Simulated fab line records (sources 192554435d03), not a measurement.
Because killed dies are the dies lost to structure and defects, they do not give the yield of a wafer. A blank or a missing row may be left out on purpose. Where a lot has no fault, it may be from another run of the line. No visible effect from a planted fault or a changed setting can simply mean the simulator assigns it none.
Matching of chambers | flow n5 finfet | rie diel-05 running N5_BEOL_M5_STRIP_64: 4 sister chambers
The step strips in CF4. 8 wafers are shown with their chamber, then 11 later ones without.

== WAFERS, EACH WITH ITS CHAMBER ==
wafer  | chamber | showerhead plenum p Torr (Torr) | drypump motor current A (A)
L080.1 | 3       | 1.74                            | 6.4
L081.1 | 2       | 1.77                            | 6.5
L086.1 | 1       | 1.73                            | 5.6
L086.2 | 3       | 1.73                            | 6.3
L086.5 | 1       | 1.73                            | 5.6
L088.3 | 2       | 1.77                            | 6.5
L088.5 | 0       | 1.84                            | 5.5
L091.1 | 0       | 1.84                            | 5.4

== WAFERS WHOSE CHAMBER IS MISSING ==
wafer  | showerhead plenum p Torr (Torr) | drypump motor current A (A)
L091.3 | 1.73                            | 5.6
L091.4 | 1.73                            | 6.3
L093.2 | 1.76                            | 6.5
L093.5 | 1.84                            | 5.5
L093.6 | 1.73                            | 6.3
L094.1 | 1.73                            | 6.4
L094.4 | 1.76                            | 6.5
L094.6 | 1.76                            | 6.5
L097.1 | 1.76                            | 6.5
L097.2 | 1.73                            | 6.3
L097.6 | 1.76                            | 6.5

== THE CHAMBER EACH PASSED THROUGH ==
wafer  | from the rows above | in truth
L091.3 | 1                   | 1
L091.4 | 3                   | 3
L093.2 | 2                   | 2
L093.5 | 0                   | 0
L093.6 | 3                   | 3
L094.1 | 3                   | 3
L094.4 | 2                   | 2
L094.6 | 2                   | 2
L097.1 | 2                   | 2
L097.2 | 3                   | 3
L097.6 | 2                   | 2
Placed correctly: 11 of 11. From these rows, 0 cannot be placed. Wrongly placed: 0.
How it was worked out, from the rows above alone: a wafer's distance from a chamber is the root of the sum, over the readings, of the square of ((its reading less the chamber's mean) divided by the reading's scatter). The wafer belongs to the nearest chamber; if the next one is less than 2 further off, it can't be placed. For every chamber, the mean is computed from those of its wafers that are shown. The scatter: the root of (the sum of the squares of (reading less its chamber's mean) over the shown wafers, divided by (wafers less chambers)).
